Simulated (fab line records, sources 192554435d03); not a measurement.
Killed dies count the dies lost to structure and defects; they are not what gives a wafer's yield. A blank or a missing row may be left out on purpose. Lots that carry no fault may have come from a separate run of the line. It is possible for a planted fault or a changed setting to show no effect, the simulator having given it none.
fab line records ; flow n5_finfet
[record] lots = 7; wafers = 21; last_day = 18
route steps=1938 shown BEOL_M4@1094 PASSIVATION@1936
lots that met no fault: from a run of the same line without faults
start_h: hours from the record's opening day to when the first of the lot's shown wafers began ; wait_h: hours since the lot's step before ; " repeats the value in the row above ; L1.1+2: a row that stands for several wafers ; - either no value or no given start ; * or withheld: withheld ; < > ~ a bound
route shown NAME@n: names a module that has steps shown in the file, with the first one's number in the route ; usual: the fault-free wafers' mean and standard deviation ; same: alike in all rows ; chamber/n: place in a boat ; sites: per-site readings ; _std_site: their standard deviation ; _edge_site: mean of outer sites minus mean of inner sites ; radius_mm: for every site, how far away it sits from the centre of the wafer ; mask NAME#n: copy n ; behind: tool/chamber where the wafer was last shaped ; hold: the reason the lot was held/the length of the hold in hours/how it ended ; device: names the non-switching transistor (n, p or np) ; end of line: the tests these same wafers got at the end of their route ; for a step that has no rows: nothing shown but its recipe ; killed: at the first sort, the dies lost to defects and structure; wafer yield is something else ; map: a wafer's dies, marking killed ones x, the rest . and places with no die _
set.NAME: setting as actually run; set.NAME@STEP: the setting as run at that earlier step ; model.NAME: the simulator's own value behind a step, which no gauge read
lots at selected steps of the route; one table per step, one row per wafer
services: the hour from which a tool's chamber was out of use, counted from the record's first day as start_h (under 0 if before that day), plus the number of hours and why
[[steps]]
[step N5_BEOL_M4_SPUTTER_90]
[recipe] material = Cu; target_thk_a = 45; temp_c = -20; chamber_pressure_pa = 0.07; power_w = withheld; time_s = 8.29
[usual] chuck_sensor_temp_C = -15.9/0.48; throttle_valve_pct = 29.8/0.8
lot.wafer;tool;chamber;start_h;wait_h;chuck_sensor_temp_C;throttle_valve_pct
L289.2;pvd_sputter-02;-;186.89;0.1;-15.6;29.5
L289.4;pvd_sputter-02;-;186.89;0.1;-16.2;29.7
L289.6;pvd_sputter-02;-;186.89;0.1;-16.4;30.0
L290.2;pvd_sputter-01;-;187.35;0.1;-15.6;30.3
L290.3;pvd_sputter-01;-;187.35;0.1;-16.7;28.8
L290.5;pvd_sputter-01;-;187.35;0.1;-15.6;30.4
L294.1;pvd_sputter-02;-;217.29;0.1;-16.5;30.7
L294.2;pvd_sputter-02;-;217.29;0.1;-15.7;29.5
L294.3;pvd_sputter-02;-;217.29;0.1;-15.5;30.3
L295.1;pvd_sputter-03;-;221.81;0.1;-16.1;30.7
L295.2;pvd_sputter-03;-;221.81;0.1;-16.2;28.5
L295.4;pvd_sputter-03;-;221.81;0.1;-15.7;30.4
L310.1;pvd_sputter-02;-;306.41;0.1;-15.9;29.8
L310.2;pvd_sputter-02;-;306.41;0.1;-16.3;29.9
L310.4;pvd_sputter-02;-;306.41;0.1;-15.7;30.1
L309.1;pvd_sputter-01;-;306.97;0.1;-16.6;28.7
L309.3;pvd_sputter-01;-;306.97;0.1;-15.6;30.5
L309.4;pvd_sputter-01;-;306.97;0.1;-15.7;28.5
L311.1;pvd_sputter-03;-;316.94;0.1;-16.7;29.3
L311.4;pvd_sputter-03;-;316.94;0.1;-16.3;28.6
L311.6;pvd_sputter-03;-;316.94;0.1;-15.7;30.5
[step N5_BEOL_M4_ANNEAL_91]
[recipe] temp_c = 400; time_s = 240; ambient = vacuum
[step N5_BEOL_M4_SPUTTER_92]
[recipe] material = Cu; target_thk_a = 45; temp_c = -20; chamber_pressure_pa = 0.07; power_w = withheld; time_s = 8.29
[step N5_BEOL_M4_ANNEAL_93]
[recipe] temp_c = 400; time_s = 240; ambient = vacuum
[usual] heater_power_w = 844/59
lot.wafer;tool;chamber;start_h;wait_h;heater_power_w
L289.2;pvd_sputter-02;-;187.19;0.0;764
L289.4;pvd_sputter-02;-;187.19;0.0;901
L289.6;pvd_sputter-02;-;187.19;0.0;896
L290.2;pvd_sputter-01;-;187.65;0.0;871
L290.3;pvd_sputter-01;-;187.65;0.0;876
L290.5;pvd_sputter-01;-;187.65;0.0;857
L294.1;pvd_sputter-02;-;217.59;0.0;795
L294.2;pvd_sputter-02;-;217.59;0.0;764
L294.3;pvd_sputter-02;-;217.59;0.0;851
L295.1;pvd_sputter-03;-;222.11;0.0;708
L295.2;pvd_sputter-03;-;222.11;0.0;897
L295.4;pvd_sputter-03;-;222.11;0.0;827
L310.1;pvd_sputter-02;-;306.74;0.0;780
L310.2;pvd_sputter-02;-;306.74;0.0;892
L310.4;pvd_sputter-02;-;306.74;0.0;848
L309.1;pvd_sputter-01;-;307.27;0.0;859
L309.3;pvd_sputter-01;-;307.27;0.0;889
L309.4;pvd_sputter-01;-;307.27;0.0;943
L311.1;pvd_sputter-03;-;317.24;0.0;837
L311.4;pvd_sputter-03;-;317.24;0.0;921
L311.6;pvd_sputter-03;-;317.24;0.0;833
[step N5_BEOL_M4_SPUTTER_94]
[recipe] material = Cu; target_thk_a = 45; temp_c = -20; chamber_pressure_pa = 0.07; power_w = withheld; time_s = 8.29
[step N5_BEOL_M4_ANNEAL_95]
[recipe] temp_c = 400; time_s = 240; ambient = vacuum
[usual] heater_power_w = 843/57
lot.wafer;tool;chamber;start_h;wait_h;heater_power_w
L289.2;pvd_sputter-02;-;187.41;0.0;797
L289.4;pvd_sputter-02;-;187.41;0.0;892
L289.6;pvd_sputter-02;-;187.41;0.0;912
L290.2;pvd_sputter-01;-;187.87;0.0;891
L290.3;pvd_sputter-01;-;187.87;0.0;876
L290.5;pvd_sputter-01;-;187.87;0.0;882
L294.1;pvd_sputter-02;-;217.81;0.0;791
L294.2;pvd_sputter-02;-;217.81;0.0;790
L294.3;pvd_sputter-02;-;217.81;0.0;856
L295.1;pvd_sputter-03;-;222.33;0.0;708
L295.2;pvd_sputter-03;-;222.33;0.0;898
L295.4;pvd_sputter-03;-;222.33;0.0;827
L310.1;pvd_sputter-02;-;306.99;0.0;789
L310.2;pvd_sputter-02;-;306.99;0.0;900
L310.4;pvd_sputter-02;-;306.99;0.0;835
L309.1;pvd_sputter-01;-;307.49;0.0;876
L309.3;pvd_sputter-01;-;307.49;0.0;862
L309.4;pvd_sputter-01;-;307.49;0.0;927
L311.1;pvd_sputter-03;-;317.46;0.0;818
L311.4;pvd_sputter-03;-;317.46;0.0;878
L311.6;pvd_sputter-03;-;317.46;0.0;832
[step N5_BEOL_M4_SPUTTER_96]
[recipe] material = Cu; target_thk_a = 45; temp_c = -20; chamber_pressure_pa = 0.07; power_w = withheld; time_s = 8.29
[usual] chuck_sensor_temp_C = -15.9/0.5; throttle_valve_pct = 29.7/0.83
lot.wafer;tool;chamber;start_h;wait_h;chuck_sensor_temp_C;throttle_valve_pct
L289.2;pvd_sputter-02;-;187.55;0.1;-15.6;29.7
L289.4;pvd_sputter-02;-;187.55;0.1;-16.5;29.8
L289.6;pvd_sputter-02;-;187.55;0.1;-16.6;29.6
L290.2;pvd_sputter-01;-;188.01;0.1;-15.7;30.1
L290.3;pvd_sputter-01;-;188.01;0.1;-16.7;29.0
L290.5;pvd_sputter-01;-;188.01;0.1;-15.7;30.3
L294.1;pvd_sputter-02;-;217.95;0.1;-16.5;31.0
L294.2;pvd_sputter-02;-;217.95;0.1;-15.6;30.0
L294.3;pvd_sputter-02;-;217.95;0.1;-15.4;30.3
L295.1;pvd_sputter-03;-;222.47;0.1;-16.2;30.8
L295.2;pvd_sputter-03;-;222.47;0.1;-16.1;28.6
L295.4;pvd_sputter-03;-;222.47;0.1;-15.6;30.4
L310.1;pvd_sputter-02;-;307.15;0.1;-15.7;29.8
L310.2;pvd_sputter-02;-;307.15;0.1;-16.3;30.1
L310.4;pvd_sputter-02;-;307.15;0.1;-15.8;30.0
L309.1;pvd_sputter-01;-;307.63;0.1;-16.7;28.6
L309.3;pvd_sputter-01;-;307.63;0.1;-15.8;30.1
L309.4;pvd_sputter-01;-;307.63;0.1;-15.6;28.2
L311.1;pvd_sputter-03;-;317.60;0.1;-16.7;29.4
L311.4;pvd_sputter-03;-;317.60;0.1;-16.3;28.6
L311.6;pvd_sputter-03;-;317.60;0.1;-15.5;30.9
[step N5_BEOL_M4_ECD_50]
[recipe] material = Cu; target_thk_a = 3000
[step N5_BEOL_M4_ANNEAL_51]
[recipe] temp_c = 225; time_s = 90; ambient = N2
[step N5_BEOL_M4_CMP_52]
[recipe] stop_on = SiOC; t_overpolish_s = 6.8; down_force_psi = 1; platen_rpm = 50; clearing_platen_down_force_psi = 1.5; clearing_platen_rpm = 50; post_cmp_clean = cu_alkaline; target_thk_nm = 40; clearing_platen_pad_velocity_m_s = 0.99484; pad_velocity_m_s = 0.99484
[usual] barrier_field_endpoint_s = 24.3/0.66; motor_current_A = 5.9/0.77; overpolish_run_s = 6.800/0.0093; time_to_endpoint_s = 61/3.6
[same] t_overpolish_s = 6.8
lot.wafer;tool;chamber;start_h;wait_h;barrier_field_endpoint_s;motor_current_A;overpolish_run_s;time_to_endpoint_s
L289.2;cmp-03;2;188.04;0.2;25.4;6.6;6.793;63
L289.4;cmp-03;1;188.04;0.2;25.2;5.8;6.808;65
L289.6;cmp-03;3;188.04;0.2;24.6;5.7;6.815;66
L290.2;cmp-03;3;188.52;0.2;24.8;6.0;6.779;64
L290.3;cmp-03;0;188.52;0.2;24.3;7.4;6.804;61
L290.5;cmp-03;0;188.52;0.2;25.1;7.3;6.788;65
L294.2;cmp-04;1;218.44;0.2;24.4;4.7;6.809;65
L294.3;cmp-04;2;218.44;0.2;24.8;6.0;6.810;63
L294.1;cmp-04;0;218.44;0.2;25.3;5.9;6.804;67
L295.4;cmp-03;3;222.96;0.1;24.8;5.9;6.798;62
L295.1;cmp-03;1;222.96;0.1;24.5;6.1;6.797;64
L295.2;cmp-03;2;222.96;0.1;24.4;6.5;6.794;60
L310.1;cmp-04;1;307.77;0.3;23.6;4.7;6.800;59
L310.4;cmp-04;2;307.77;0.3;24.0;5.9;6.794;57
L310.2;cmp-04;3;307.77;0.3;22.7;5.6;6.797;51
L309.3;cmp-03;0;308.23;0.3;24.0;7.5;6.801;61
L309.1;cmp-03;1;308.23;0.3;24.2;5.8;6.814;64
L309.4;cmp-03;3;308.23;0.3;25.3;5.7;6.802;65
L311.4;cmp-01;3;318.09;0.1;25.1;5.0;6.818;66
L311.1;cmp-01;1;318.09;0.1;24.0;6.7;6.790;60
L311.6;cmp-01;0;318.09;0.1;25.7;5.9;6.796;65
[step N5_BEOL_M4_THK_MEAS_53]
[recipe] thk_meas_gauge = xrf; reads = Cu_of_BEOL_M4_ECD_50
[usual] M4_THK = 39.0/1.9
lot.wafer;tool;chamber;start_h;wait_h;M4_THK[nm]
L289.2;film_metro-01;-;188.34;-;36.8
L289.4;film_metro-01;-;188.34;-;38.1
L289.6;film_metro-01;-;188.34;-;38.0
L290.2;film_metro-01;-;188.81;-;41.9
L290.3;film_metro-01;-;188.81;-;40.3
L290.5;film_metro-01;-;188.81;-;40.6
L294.1;film_metro-01;-;218.73;-;40.4
L294.2;film_metro-01;-;218.73;-;41.6
L294.3;film_metro-01;-;218.73;-;39.9
L295.1;film_metro-02;-;223.25;-;38.9
L295.2;film_metro-02;-;223.25;-;36.9
L295.4;film_metro-02;-;223.25;-;40.5
L310.1;film_metro-01;-;308.03;-;37.1
L310.2;film_metro-01;-;308.03;-;37.7
L310.4;film_metro-01;-;308.03;-;33.3
L309.1;film_metro-02;-;308.52;-;39.5
L309.3;film_metro-02;-;308.52;-;39.6
L309.4;film_metro-02;-;308.52;-;39.3
L311.1;film_metro-01;-;318.39;-;39.9
L311.4;film_metro-01;-;318.39;-;40.9
L311.6;film_metro-01;-;318.39;-;40.0
[step N5_BEOL_M4_PRE_CLEAN_60]
[recipe] gas = NH3/H2; time_s = 15; temp_c = *; rf_power_w = 300
[step N5_BEOL_M4_CO_CAP_55]
[recipe] material = Co; target_thk_a = 20; temp_c = 200; precursor = CCTBA/H2; pressure_torr = 30; time_s = 102.1
[usual] chamber_pressure_Torr = 30.00/0.071; heater_power_outer_w = 129/22; heater_power_w = 243/37
lot.wafer;tool;chamber;start_h;wait_h;chamber_pressure_Torr;heater_power_outer_w;heater_power_w
L289.2;cvd_co-02;2;188.41;0.0;30.01;115;238
L289.4;cvd_co-02;1;188.41;0.0;30.08;119;223
L289.6;cvd_co-02;2;188.41;0.0;29.96;117;233
L290.2;cvd_co-01;1;188.89;0.0;29.99;155;289
L290.3;cvd_co-01;0;188.89;0.0;29.96;161;284
L290.5;cvd_co-01;1;188.89;0.0;30.15;158;292
L294.1;cvd_co-01;1;218.88;0.0;29.93;156;272
L294.2;cvd_co-01;2;218.88;0.0;29.93;101;194
L294.3;cvd_co-01;0;218.88;0.0;30.01;158;288
L295.1;cvd_co-02;2;223.33;0.0;30.05;115;229
L295.2;cvd_co-02;0;223.33;0.0;29.90;119;224
L295.4;cvd_co-02;1;223.33;0.0;29.99;118;221
L310.1;cvd_co-01;1;308.10;0.0;-;-;-
L310.2;cvd_co-01;2;308.10;0.0;-;-;-
L310.4;cvd_co-01;0;308.10;0.0;-;-;-
L309.1;cvd_co-01;2;308.60;0.0;-;-;-
L309.3;cvd_co-01;0;308.60;0.0;-;-;-
L309.4;cvd_co-01;1;308.60;0.0;-;-;-
L311.1;cvd_co-02;1;318.46;0.0;-;-;-
L311.4;cvd_co-02;0;318.46;0.0;-;-;-
L311.6;cvd_co-02;2;318.46;0.0;-;-;-
[step N5_BEOL_M4_PRE_CLEAN_56]
[recipe] gas = NH3; time_s = 15; temp_c = withheld; rf_power_w = 300
[step N5_BEOL_M4_RC_MEAS_101]
[usual] DIBL_N = 36.0/2.5; DIBL_P = 36.2/3; IOFF_N = 0.16/0.044; IOFF_P = 0.21/0.049; ION_N = 671/15; ION_P = 461/8.7; SS_N = 71.5/0.72; SS_P = 73.4/0.9; VT_N = 251/4.4; VT_P = -250/4
lot.wafer;tool;chamber;start_h;wait_h;DIBL_N[mV/V];DIBL_P[mV/V];IOFF_N[nA/um];IOFF_P[nA/um];ION_N[uA/um];ION_P[uA/um];SS_N[mV/dec];SS_P[mV/dec];VT_N[mV];VT_P[mV]
L289.2;prober-02;0;189.40;0.8;29.5;30.2;0.08;0.13;638;444;70.2;71.6;261;-259
L289.4;prober-02;0;189.40;0.8;31.8;32.8;0.10;0.14;651;447;71.0;72.9;258;-258
L289.6;prober-02;0;189.40;0.8;34.0;36.0;0.12;0.18;647;447;71.3;73.2;257;-257
L290.2;prober-01;0;190.01;0.9;40.4;40.7;0.26;0.32;694;474;73.0;75.0;243;-246
L290.3;prober-01;0;190.01;0.9;35.1;33.9;0.15;0.18;668;455;71.6;73.3;249;-250
L290.5;prober-01;0;190.01;0.9;36.7;36.1;0.18;0.23;676;466;72.2;73.5;249;-245
L294.1;prober-01;0;219.12;0.0;38.4;39.2;0.18;0.26;695;476;71.3;74.3;248;-250
L294.2;prober-01;0;219.12;0.0;38.6;40.1;0.19;0.30;680;467;72.1;74.8;248;-245
L294.3;prober-01;0;219.12;0.0;35.0;34.7;0.12;0.19;669;466;70.2;73.2;254;-252
L295.1;prober-02;0;223.56;0.0;36.6;37.4;0.16;0.23;684;476;71.3;73.5;249;-249
L295.2;prober-02;0;223.56;0.0;38.8;38.6;0.19;0.23;683;460;71.1;73.7;248;-249
L295.4;prober-02;0;223.56;0.0;38.0;38.2;0.18;0.24;671;464;71.8;72.8;250;-251
L310.1;prober-01;0;308.34;0.0;39.0;39.1;0.20;0.29;666;460;72.7;74.2;248;-248
L310.2;prober-01;0;308.34;0.0;35.8;35.5;0.15;0.20;658;457;71.9;72.7;252;-250
L310.4;prober-01;0;308.34;0.0;35.1;34.9;0.14;0.19;684;470;70.8;73.6;250;-250
L309.1;prober-01;0;309.27;0.4;36.4;36.8;0.18;0.27;693;481;71.3;72.0;243;-242
L309.3;prober-01;0;309.27;0.4;37.4;36.8;0.19;0.25;678;468;70.8;73.8;246;-246
L309.4;prober-01;0;309.27;0.4;36.1;34.6;0.15;0.20;666;458;71.4;72.9;250;-251
L311.1;prober-02;0;318.70;0.0;32.3;32.3;0.09;0.13;650;451;69.6;72.7;260;-260
L311.4;prober-02;0;318.70;0.0;35.3;35.9;0.12;0.18;662;456;71.2;73.4;256;-255
L311.6;prober-02;0;318.70;0.0;33.7;33.6;0.11;0.14;660;453;71.0;73.0;256;-258
[step N5_PASSIVATION_PROBE_49]
[usual] defect_limited_yield = 91.7/1.4; killed_at_M0_to_M3 = 31/11; killed_at_M4_up = 13/4.6; killed_at_contacts = 13/6.7; killed_at_front_end = 39/9.6; killed_at_other = 3.5/2.8; killed_dies = 98/16; killed_open = 64/11; killed_short = 33/8.5; sort_bin_5_function = 4.9/0.96; sort_bin_6_memory = 3.1/0.59; sort_bin_8_speed = 0.2/1.3; sort_n_pass = 1080/23; sort_yield_pct = 91.5/1.9
[same] gross_dies = 1180; killed_at_back_side = 0; sort_bin_4_leakage[%] = 0
lot.wafer;tool;chamber;start_h;wait_h;defect_limited_yield[%];killed_at_M0_to_M3;killed_at_M4_up;killed_at_contacts;killed_at_front_end;killed_at_other;killed_dies;killed_open;killed_short;sort_bin_5_function[%];sort_bin_6_memory[%];sort_bin_8_speed[%];sort_n_pass;sort_yield_pct[%]
L290.2;prober-01;-;294.78;0.1;90.3;27;12;22;54;0;115;72;41;5.9;3.2;0;1065;90.3
L290.3;prober-01;-;294.83;0.1;90.3;25;19;23;45;2;114;75;38;5.7;3.6;0;1066;90.3
L290.5;prober-01;-;294.93;0.2;89.9;21;13;36;44;5;119;70;49;6.4;3.3;0;1061;89.9
L289.2;prober-01;-;301.91;0.2;90.3;31;17;9;55;3;115;74;37;4.7;4.7;2.5;1035;87.7
L289.4;prober-01;-;302.01;0.3;92.5;14;11;1;58;5;89;63;26;4.1;3.4;0;1091;92.5
L289.6;prober-01;-;302.11;0.4;93.5;18;13;13;32;1;77;50;27;3.7;2.5;0;1103;93.5
L294.1;prober-02;-;326.78;0.3;91.4;30;17;12;43;0;102;63;38;5.2;3.1;0;1078;91.4
L294.2;prober-02;-;326.83;0.3;91.4;28;11;23;39;0;101;65;35;5.3;2.9;0;1079;91.4
L294.3;prober-02;-;326.88;0.4;91.6;27;9;7;53;3;99;62;37;4.7;3.1;0;1081;91.6
L295.1;prober-02;-;337.76;0.0;92.6;21;10;10;45;1;87;58;29;4.8;2.4;0;1093;92.6
L295.2;prober-02;-;337.81;0.1;91.8;40;10;10;36;1;97;58;37;4.5;3.5;0;1083;91.8
L295.4;prober-02;-;337.91;0.2;91.4;36;9;15;38;4;102;67;33;4.4;3.4;0;1078;91.4
L310.1;prober-01;-;410.81;0.0;93.1;29;11;13;28;1;82;54;27;4.3;2.4;0;1098;93.1
L310.2;prober-01;-;410.86;0.1;91.5;26;17;14;43;0;100;60;38;4.8;3.1;0;1080;91.5
L310.4;prober-01;-;410.96;0.2;92.4;19;10;11;46;4;90;64;24;4.0;3.6;0;1090;92.4
L309.1;prober-01;-;414.07;0.0;90.6;45;7;11;44;4;111;66;44;5.4;3.7;0;1069;90.6
L309.3;prober-01;-;414.17;0.1;89.4;54;18;18;32;3;125;80;44;6.3;3.9;0;1055;89.4
L309.4;prober-01;-;414.22;0.2;90.3;48;5;7;54;0;114;71;42;5.1;4.2;0;1066;90.3
L311.1;prober-01;-;422.88;0.0;89.5;20;9;23;64;8;124;74;36;5.7;3.5;0;1056;89.5
L311.4;prober-01;-;423.03;0.2;92.0;25;12;16;39;2;94;62;32;5.1;2.4;0;1086;92.0
L311.6;prober-01;-;423.13;0.3;90.2;16;17;15;63;5;116;73;34;5.3;3.3;0;1064;90.2
// killed by level:class
L290.2 MOL_CONTACT_COAG:geometric_particle:open=18 GATE_CUT:geometric_particle:short=17 FIN_SAQP:geometric_particle:short=10 GATE_CUT:geometric_particle:open=10 FIN_SAQP:geometric_particle:open=7 BEOL_M0:geometric_particle:open=7 BEOL_M1:geometric_particle:open=7 BEOL_M4:geometric_particle:open=7
L290.3 MOL_CONTACT_COAG:geometric_particle:open=18 GATE_CUT:geometric_particle:short=9 BEOL_M1:geometric_particle:open=9 BEOL_M4:geometric_particle:open=6 FIN_SAQP:geometric_particle:short=5 DUMMY_GATE:geometric_particle:open=5 GATE_CUT:geometric_particle:open=5 STI_FIN_REVEAL:geometric_particle:open=4
L290.5 MOL_CONTACT_COAG:geometric_particle:open=26 FIN_SAQP:geometric_particle:short=11 MOL_CONTACT_COAG:geometric_particle:short=10 FIN_SAQP:geometric_particle:open=9 GATE_CUT:geometric_particle:open=8 BEOL_M1:geometric_particle:open=5 GATE_CUT:geometric_particle:short=4 BEOL_M1:geometric_particle:short=4
L289.2 STI_FIN_REVEAL:geometric_particle:open=21 BEOL_M0_SAQP:geometric_particle:short=8 BEOL_M1:geometric_particle:open=8 MOL_CONTACT_COAG:geometric_particle:open=7 BEOL_M3:geometric_particle:open=7 BEOL_M4:geometric_particle:open=7 FIN_SAQP:geometric_particle:open=6 FIN_SAQP:geometric_particle:short=6
L289.4 STI_FIN_REVEAL:geometric_particle:open=28 FIN_SAQP:geometric_particle:open=10 STI_FIN_REVEAL:geometric_particle:short=8 BEOL_M1:geometric_particle:open=6 BEOL_M4:geometric_particle:open=5 DUMMY_GATE:geometric_particle:open=4 GATE_CUT:geometric_particle:short=4 BEOL_M1:geometric_particle:short=2
L289.6 MOL_CONTACT_COAG:geometric_particle:open=12 STI_FIN_REVEAL:geometric_particle:open=9 STI_FIN_REVEAL:geometric_particle:short=8 FIN_SAQP:geometric_particle:short=4 ILD0:geometric_particle:open=4 BEOL_M1:geometric_particle:open=4 BEOL_M3:geometric_particle:open=4 BEOL_M4:geometric_particle:open=4
L294.1 FIN_SAQP:geometric_particle:open=9 FIN_SAQP:geometric_particle:short=9 MOL_CONTACT_COAG:geometric_particle:open=9 BEOL_M3:geometric_particle:open=9 BEOL_M4:geometric_particle:open=6 BEOL_M1:geometric_particle:open=5 DUMMY_GATE:geometric_particle:open=4 BEOL_M3:geometric_particle:short=4
L294.2 MOL_CONTACT_COAG:geometric_particle:open=19 FIN_SAQP:geometric_particle:short=15 BEOL_M3:geometric_particle:open=11 BEOL_M2:geometric_particle:open=7 ILD0:geometric_particle:open=5 BEOL_M5:geometric_particle:open=5 FIN_SAQP:geometric_particle:open=4 BEOL_M0_SAQP:geometric_particle:short=4
L294.3 FIN_SAQP:geometric_particle:short=13 STI_FIN_REVEAL:geometric_particle:open=11 BEOL_M2:geometric_particle:open=7 BEOL_M3:geometric_particle:open=7 FIN_SAQP:geometric_particle:open=6 MOL_CONTACT_COAG:geometric_particle:open=6 STARTING-WAFER:geometric_particle:open=4 STI_FIN_REVEAL:geometric_particle:short=3
L295.1 FIN_SAQP:geometric_particle:open=8 STI_FIN_REVEAL:geometric_particle:open=8 MOL_CONTACT_COAG:geometric_particle:open=8 FIN_SAQP:geometric_particle:short=7 DUMMY_GATE:geometric_particle:open=7 BEOL_M0_SAQP:geometric_particle:short=6 BEOL_M0:geometric_particle:open=5 GATE_CUT:geometric_particle:open=4
L295.2 FIN_SAQP:geometric_particle:open=9 BEOL_M3:geometric_particle:open=7 MOL_CONTACT_COAG:geometric_particle:open=6 BEOL_M0_SAQP:geometric_particle:short=6 BEOL_M0_SAQP:geometric_particle:open=5 GATE_CUT:geometric_particle:open=5 BEOL_M0:geometric_particle:open=5 BEOL_M0:geometric_particle:short=5
L295.4 MOL_CONTACT_COAG:geometric_particle:open=13 BEOL_M0_SAQP:geometric_particle:open=9 FIN_SAQP:geometric_particle:open=8 BEOL_M0_SAQP:geometric_particle:short=8 STI_FIN_REVEAL:geometric_particle:open=7 BEOL_M3:geometric_particle:short=6 DUMMY_GATE:geometric_particle:open=5 FIN_SAQP:geometric_particle:short=4
L310.1 BEOL_M0_SAQP:geometric_particle:open=11 MOL_CONTACT_COAG:geometric_particle:open=9 BEOL_M0_SAQP:geometric_particle:short=8 FIN_SAQP:geometric_particle:open=7 BEOL_M4:geometric_particle:open=6 MOL_CONTACT_COAG:geometric_particle:short=4 BEOL_M2:geometric_particle:open=4 FIN_SAQP:geometric_particle:short=3
L310.2 MOL_CONTACT_COAG:geometric_particle:open=11 FIN_SAQP:geometric_particle:short=10 BEOL_M1:geometric_particle:open=8 STI_FIN_REVEAL:geometric_particle:open=7 BEOL_M4:geometric_particle:open=6 GATE_CUT:geometric_particle:open=5 BEOL_M0_SAQP:geometric_particle:short=5 BEOL_M5:geometric_particle:open=4
L310.4 FIN_SAQP:geometric_particle:open=15 STI_FIN_REVEAL:geometric_particle:open=10 MOL_CONTACT_COAG:geometric_particle:open=10 FIN_SAQP:geometric_particle:short=6 BEOL_M1:geometric_particle:open=6 BEOL_M0_SAQP:geometric_particle:short=4 BEOL_M3:geometric_particle:open=4 GATE_CUT:geometric_particle:short=3
L309.1 BEOL_M3:geometric_particle:open=16 FIN_SAQP:geometric_particle:short=15 FIN_SAQP:geometric_particle:open=10 BEOL_M0_SAQP:geometric_particle:short=10 BEOL_M0_SAQP:geometric_particle:open=8 MOL_CONTACT_COAG:geometric_particle:short=6 MOL_CONTACT_COAG:geometric_particle:open=5 STI_FIN_REVEAL:geometric_particle:open=4
L309.3 BEOL_M1:geometric_particle:open=22 MOL_CONTACT_COAG:geometric_particle:open=16 BEOL_M0_SAQP:geometric_particle:short=16 FIN_SAQP:geometric_particle:open=8 FIN_SAQP:geometric_particle:short=8 STI_FIN_REVEAL:geometric_particle:open=4 BEOL_M0_SAQP:geometric_particle:open=4 BEOL_M1:geometric_particle:short=4
L309.4 FIN_SAQP:geometric_particle:open=16 BEOL_M0_SAQP:geometric_particle:short=15 BEOL_M0_SAQP:geometric_particle:open=14 STI_FIN_REVEAL:geometric_particle:open=9 BEOL_M1:geometric_particle:open=8 FIN_SAQP:geometric_particle:short=7 BEOL_M3:geometric_particle:open=5 DUMMY_GATE:geometric_particle:open=4
L311.1 MOL_CONTACT_COAG:geometric_particle:open=17 HKMG_FIN:area_etch=14 STI_FIN_REVEAL:geometric_particle:open=12 FIN_SAQP:geometric_particle:short=11 FIN_SAQP:geometric_particle:open=8 BEOL_M0_SAQP:geometric_particle:open=7 MOL_CONTACT_COAG:geometric_particle:short=6 DUMMY_GATE:geometric_particle:open=5
L311.4 STI_FIN_REVEAL:geometric_particle:open=15 MOL_CONTACT_COAG:geometric_particle:open=10 FIN_SAQP:geometric_particle:open=6 MOL_CONTACT_COAG:geometric_particle:short=6 BEOL_M3:geometric_particle:open=6 BEOL_M0_SAQP:geometric_particle:open=5 FIN_SAQP:geometric_particle:short=4 STI_FIN_REVEAL:geometric_particle:short=4
L311.6 STI_FIN_REVEAL:geometric_particle:open=14 FIN_SAQP:geometric_particle:short=12 MOL_CONTACT_COAG:geometric_particle:open=10 BEOL_M5:geometric_particle:open=10 FIN_SAQP:geometric_particle:open=9 HKMG_FIN:area_etch=9 MOL_CONTACT_COAG:geometric_particle:short=5 ILD0:geometric_particle:open=4
[[services]]
tool;chamber;start_h;hours;kind
cmp-04;-;191.48;0.5;repair
cvd_co-02;0;199.15;4.1;repair
cvd_co-01;1;207.95;6.3;repair
cmp-01;-;213.14;15.0;pm
cvd_co-01;-;222.18;14.6;pm
cmp-01;-;241.18;2.2;pm
cmp-01;-;243.90;4.0;pm
cmp-01;-;247.90;-;consumable_replace:conditioner
cmp-01;-;247.90;-;consumable_replace:pad
cmp-04;-;248.72;3.4;repair
cmp-01;-;260.80;0.8;repair
cmp-04;-;269.35;4.0;pm
cmp-04;-;273.35;-;consumable_replace:conditioner
cmp-04;-;273.35;-;consumable_replace:pad
cmp-03;-;281.13;8.0;repair
cmp-04;-;284.46;6.0;pm
[[key]]
[first_sign] step = N5_BEOL_M4_CO_CAP_55; reading = tool_record; direction = missing
effect none on later readings
met_at N5_BEOL_M4_CO_CAP_55
struck_wafers L309.1,L309.3,L309.4,L310.1,L310.2,L310.4,L311.1,L311.4,L311.6
[baseline_loss] step = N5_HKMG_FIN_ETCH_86; wafers = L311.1
onset_between 223.33 308.10
[fault] kind = skipped_step_whole; tool = cvd_co-01,cvd_co-02; chamber = -; onset_h = 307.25; steps = N5_BEOL_M4_CO_CAP_55; scope = struck_lots_only
// baseline_loss: these wafers lose ten dies or more at that step, a loss of the line's own and not of a fault; the sort's usual values leave them out
